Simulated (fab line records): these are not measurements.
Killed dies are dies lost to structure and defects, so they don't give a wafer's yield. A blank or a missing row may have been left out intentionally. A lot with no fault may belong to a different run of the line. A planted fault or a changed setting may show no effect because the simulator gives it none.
Chamber matching | flow nand_harc | NHARC_A_M0_DEP_32 on pecvd-01: 3 sister chambers
The step deposits SiCN, target thk 30 nm. 3 wafers are shown with their chamber, then 8 later ones without.

## WAFERS PAIRED WITH THEIR CHAMBERS
wafer  | chamber | heater_power_w (W)
L085.6 | 0       | 594
L090.4 | 2       | 447
L093.2 | 1       | 609

## WAFERS WITH NO CHAMBER GIVEN
wafer  | heater_power_w (W)
L093.3 | 589
L093.6 | 626
L094.1 | 637
L094.4 | 586
L094.6 | 409
L096.1 | 628
L096.2 | 421
L096.4 | 646

## EACH ONE'S CHAMBER
wafer  | from the rows above     | in truth
L093.3 | can't be placed: 0 or 1 | 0
L093.6 | can't be placed: 1 or 0 | 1
L094.1 | can't be placed: 1 or 0 | 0
L094.4 | can't be placed: 0 or 1 | 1
L094.6 | 2                       | 2
L096.1 | can't be placed: 1 or 0 | 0
L096.2 | 2                       | 2
L096.4 | can't be placed: 1 or 0 | 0
Placed correctly: 2 of 8. Not placeable from these rows: 6 (in 6, the candidates include the true chamber). Placed wrongly: 0.
How it was worked out, from the rows above alone: a wafer's distance from a chamber is the root of the sum, over the readings, of the square of ((its reading less the chamber's mean) divided by the reading's scatter). The wafer belongs to the nearest chamber; if the next one is less than 2 further off, it can't be placed. For every chamber, the mean is computed from those of its wafers that are shown. The scatter: with one shown wafer a chamber, the root of the mean of the squares of how far each hidden wafer lies from its nearest shown one.
